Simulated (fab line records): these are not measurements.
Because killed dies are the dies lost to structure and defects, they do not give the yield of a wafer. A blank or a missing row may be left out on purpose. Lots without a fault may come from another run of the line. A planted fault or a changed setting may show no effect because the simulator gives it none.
Split-lot experiment / flow n5_finfet / 39 wafers read across 7 lots, on a route 1938 steps long

== SPLIT DETAILS ==
At N5_SPACER0_ALD_00 (deposits SiOCN, target thk 3.5 nm, pulse time 3 s, purge time 2 s), the setting ald_cycles was moved away from the recipe's 58 on 15 of the 39 wafers read, by -41.4% to +56.9%. The other wafers ran this setting at the recipe's value.

The reading comes from the split's own step.

== THE READING ==
SiOCN_of_SPACER0_ALD_00.thk_nm (the simulator's own value, which no gauge read), in nm, at N5_SPACER0_ALD_00 (deposits SiOCN, target thk 3.5 nm, pulse time 3 s, purge time 2 s). There is no usual value for it anywhere in the file. Across the 24 wafers here that went through the recipe, the average is 3.5 nm and the standard deviation 0.097 nm.

wafer=L074.1; tool, chamber at the split=ald_sin-02, 2,0,3; ald_cycles as run=58; against the recipe=recipe; SiOCN_of_SPACER0_ALD_00.thk_nm, nm=3.4; against lot-mates on the recipe=-
wafer=L074.3; tool, chamber at the split=ald_sin-02, 2,0,3; ald_cycles as run=58; against the recipe=recipe; SiOCN_of_SPACER0_ALD_00.thk_nm, nm=3.4; against lot-mates on the recipe=-
wafer=L074.5; tool, chamber at the split=ald_sin-02, 2,0,3; ald_cycles as run=58; against the recipe=recipe; SiOCN_of_SPACER0_ALD_00.thk_nm, nm=3.4; against lot-mates on the recipe=-
wafer=L082.1; tool, chamber at the split=ald_sin-03, 1,2,0; ald_cycles as run=89; against the recipe=+53.4%; SiOCN_of_SPACER0_ALD_00.thk_nm, nm=5.4; against lot-mates on the recipe=+1.8
wafer=L082.3; tool, chamber at the split=ald_sin-03, 1,2,0; ald_cycles as run=89; against the recipe=+53.4%; SiOCN_of_SPACER0_ALD_00.thk_nm, nm=5.4; against lot-mates on the recipe=+1.8
wafer=L082.6; tool, chamber at the split=ald_sin-03, 1,2,0; ald_cycles as run=89; against the recipe=+53.4%; SiOCN_of_SPACER0_ALD_00.thk_nm, nm=5.4; against lot-mates on the recipe=+1.8
wafer=L082.2; tool, chamber at the split=ald_sin-03, 3,0,1; ald_cycles as run=58; against the recipe=recipe; SiOCN_of_SPACER0_ALD_00.thk_nm, nm=3.6; against lot-mates on the recipe=-
wafer=L082.4; tool, chamber at the split=ald_sin-03, 3,0,1; ald_cycles as run=58; against the recipe=recipe; SiOCN_of_SPACER0_ALD_00.thk_nm, nm=3.6; against lot-mates on the recipe=-
wafer=L082.5; tool, chamber at the split=ald_sin-03, 3,0,1; ald_cycles as run=58; against the recipe=recipe; SiOCN_of_SPACER0_ALD_00.thk_nm, nm=3.6; against lot-mates on the recipe=-
wafer=L085.1; tool, chamber at the split=ald_sin-02, 0,2,0; ald_cycles as run=58; against the recipe=recipe; SiOCN_of_SPACER0_ALD_00.thk_nm, nm=3.6; against lot-mates on the recipe=-
wafer=L085.3; tool, chamber at the split=ald_sin-02, 0,2,0; ald_cycles as run=58; against the recipe=recipe; SiOCN_of_SPACER0_ALD_00.thk_nm, nm=3.6; against lot-mates on the recipe=-
wafer=L085.6; tool, chamber at the split=ald_sin-02, 0,2,0; ald_cycles as run=58; against the recipe=recipe; SiOCN_of_SPACER0_ALD_00.thk_nm, nm=3.6; against lot-mates on the recipe=-
wafer=L085.2; tool, chamber at the split=ald_sin-02, 3,1,1; ald_cycles as run=91; against the recipe=+56.9%; SiOCN_of_SPACER0_ALD_00.thk_nm, nm=5.4; against lot-mates on the recipe=+1.8
wafer=L085.4; tool, chamber at the split=ald_sin-02, 3,1,1; ald_cycles as run=91; against the recipe=+56.9%; SiOCN_of_SPACER0_ALD_00.thk_nm, nm=5.4; against lot-mates on the recipe=+1.8
wafer=L085.5; tool, chamber at the split=ald_sin-02, 3,1,1; ald_cycles as run=91; against the recipe=+56.9%; SiOCN_of_SPACER0_ALD_00.thk_nm, nm=5.4; against lot-mates on the recipe=+1.8
wafer=L089.1; tool, chamber at the split=ald_sin-03, 0,1,2,3,2; ald_cycles as run=58; against the recipe=recipe; SiOCN_of_SPACER0_ALD_00.thk_nm, nm=3.6; against lot-mates on the recipe=-
wafer=L089.2; tool, chamber at the split=ald_sin-03, 0,1,2,3,2; ald_cycles as run=58; against the recipe=recipe; SiOCN_of_SPACER0_ALD_00.thk_nm, nm=3.6; against lot-mates on the recipe=-
wafer=L089.3; tool, chamber at the split=ald_sin-03, 0,1,2,3,2; ald_cycles as run=58; against the recipe=recipe; SiOCN_of_SPACER0_ALD_00.thk_nm, nm=3.6; against lot-mates on the recipe=-
wafer=L089.4; tool, chamber at the split=ald_sin-03, 0,1,2,3,2; ald_cycles as run=58; against the recipe=recipe; SiOCN_of_SPACER0_ALD_00.thk_nm, nm=3.6; against lot-mates on the recipe=-
wafer=L089.6; tool, chamber at the split=ald_sin-03, 0,1,2,3,2; ald_cycles as run=58; against the recipe=recipe; SiOCN_of_SPACER0_ALD_00.thk_nm, nm=3.6; against lot-mates on the recipe=-
wafer=L089.5; tool, chamber at the split=ald_sin-03, 1; ald_cycles as run=58; against the recipe=recipe; SiOCN_of_SPACER0_ALD_00.thk_nm, nm=3.4; against lot-mates on the recipe=-
wafer=L093.1; tool, chamber at the split=ald_sin-01, 2,0,1; ald_cycles as run=34; against the recipe=-41.4%; SiOCN_of_SPACER0_ALD_00.thk_nm, nm=2; against lot-mates on the recipe=-1.5
wafer=L093.4; tool, chamber at the split=ald_sin-01, 2,0,1; ald_cycles as run=34; against the recipe=-41.4%; SiOCN_of_SPACER0_ALD_00.thk_nm, nm=2; against lot-mates on the recipe=-1.5
wafer=L093.6; tool, chamber at the split=ald_sin-01, 2,0,1; ald_cycles as run=34; against the recipe=-41.4%; SiOCN_of_SPACER0_ALD_00.thk_nm, nm=2; against lot-mates on the recipe=-1.5
wafer=L093.2; tool, chamber at the split=ald_sin-01, 1,3; ald_cycles as run=58; against the recipe=recipe; SiOCN_of_SPACER0_ALD_00.thk_nm, nm=3.6; against lot-mates on the recipe=-
wafer=L093.3; tool, chamber at the split=ald_sin-01, 1,3; ald_cycles as run=58; against the recipe=recipe; SiOCN_of_SPACER0_ALD_00.thk_nm, nm=3.6; against lot-mates on the recipe=-
wafer=L093.5; tool, chamber at the split=ald_sin-01, 2; ald_cycles as run=58; against the recipe=recipe; SiOCN_of_SPACER0_ALD_00.thk_nm, nm=3.4; against lot-mates on the recipe=-
wafer=L096.1; tool, chamber at the split=ald_sin-01, 2,1,3; ald_cycles as run=77; against the recipe=+32.8%; SiOCN_of_SPACER0_ALD_00.thk_nm, nm=4.6; against lot-mates on the recipe=+1.2
wafer=L096.2; tool, chamber at the split=ald_sin-01, 2,1,3; ald_cycles as run=77; against the recipe=+32.8%; SiOCN_of_SPACER0_ALD_00.thk_nm, nm=4.6; against lot-mates on the recipe=+1.2
wafer=L096.4; tool, chamber at the split=ald_sin-01, 2,1,3; ald_cycles as run=77; against the recipe=+32.8%; SiOCN_of_SPACER0_ALD_00.thk_nm, nm=4.6; against lot-mates on the recipe=+1.2
wafer=L096.3; tool, chamber at the split=ald_sin-01, 0,0,3; ald_cycles as run=58; against the recipe=recipe; SiOCN_of_SPACER0_ALD_00.thk_nm, nm=3.4; against lot-mates on the recipe=-
wafer=L096.5; tool, chamber at the split=ald_sin-01, 0,0,3; ald_cycles as run=58; against the recipe=recipe; SiOCN_of_SPACER0_ALD_00.thk_nm, nm=3.4; against lot-mates on the recipe=-
wafer=L096.6; tool, chamber at the split=ald_sin-01, 0,0,3; ald_cycles as run=58; against the recipe=recipe; SiOCN_of_SPACER0_ALD_00.thk_nm, nm=3.4; against lot-mates on the recipe=-
wafer=L097.1; tool, chamber at the split=ald_sin-01, 3,0,1; ald_cycles as run=42; against the recipe=-27.6%; SiOCN_of_SPACER0_ALD_00.thk_nm, nm=2.6; against lot-mates on the recipe=-0.9
wafer=L097.3; tool, chamber at the split=ald_sin-01, 3,0,1; ald_cycles as run=42; against the recipe=-27.6%; SiOCN_of_SPACER0_ALD_00.thk_nm, nm=2.6; against lot-mates on the recipe=-0.9
wafer=L097.4; tool, chamber at the split=ald_sin-01, 3,0,1; ald_cycles as run=42; against the recipe=-27.6%; SiOCN_of_SPACER0_ALD_00.thk_nm, nm=2.6; against lot-mates on the recipe=-0.9
wafer=L097.2; tool, chamber at the split=ald_sin-01, 2; ald_cycles as run=58; against the recipe=recipe; SiOCN_of_SPACER0_ALD_00.thk_nm, nm=3.4; against lot-mates on the recipe=-
wafer=L097.5; tool, chamber at the split=ald_sin-01, 0,1; ald_cycles as run=58; against the recipe=recipe; SiOCN_of_SPACER0_ALD_00.thk_nm, nm=3.6; against lot-mates on the recipe=-
wafer=L097.6; tool, chamber at the split=ald_sin-01, 0,1; ald_cycles as run=58; against the recipe=recipe; SiOCN_of_SPACER0_ALD_00.thk_nm, nm=3.6; against lot-mates on the recipe=-
The file does not say which wafer passed through which chamber wherever a row lists several chambers: such a row stands for several wafers.

THE FIT
A straight line over all 39 wafers: SiOCN_of_SPACER0_ALD_00.thk_nm changes by +0.0344 nm for each +1% of ald_cycles; r = +1.00; the points scatter about the line by 0.087 nm.
The same after taking each lot's own level away (the mean of its wafers on the recipe; 39 wafers): +0.034 nm for each +1%; r = +1.00; scatter 0.074 nm.
The reading moves by 1.9 nm for the largest change in ald_cycles, on that fit.
The span of the lots' own levels, 3.40 to 3.60 nm, comes to 2.1 times the standard deviation stated above.
So the lot-to-lot level changes the slope little: the two slopes agree.
Check: for one of the wafers moved furthest among these (+56.9%), held out of the fit, the line's prediction against its lot-mates is +1.94 nm. Against them it came out at +1.8 nm.

== THESE WAFERS: OTHER SPLITS ==
These wafers also went through other splits before the reading. Each is held against what the fit with the lots' levels taken away leaves over:
other split on the same wafers=N5_FIN_SAQP_SPACER1_ALD_24 ald_cycles; wafers away from the commonest value=12; r with SiOCN_of_SPACER0_ALD_00.thk_nm (lot level and that fit taken away)=-0.05

== FILE'S OWN FIT ==
SiOCN_of_SPACER0_ALD_00.thk_nm changes by +0.0339 nm for each +1% of ald_cycles, r = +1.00.
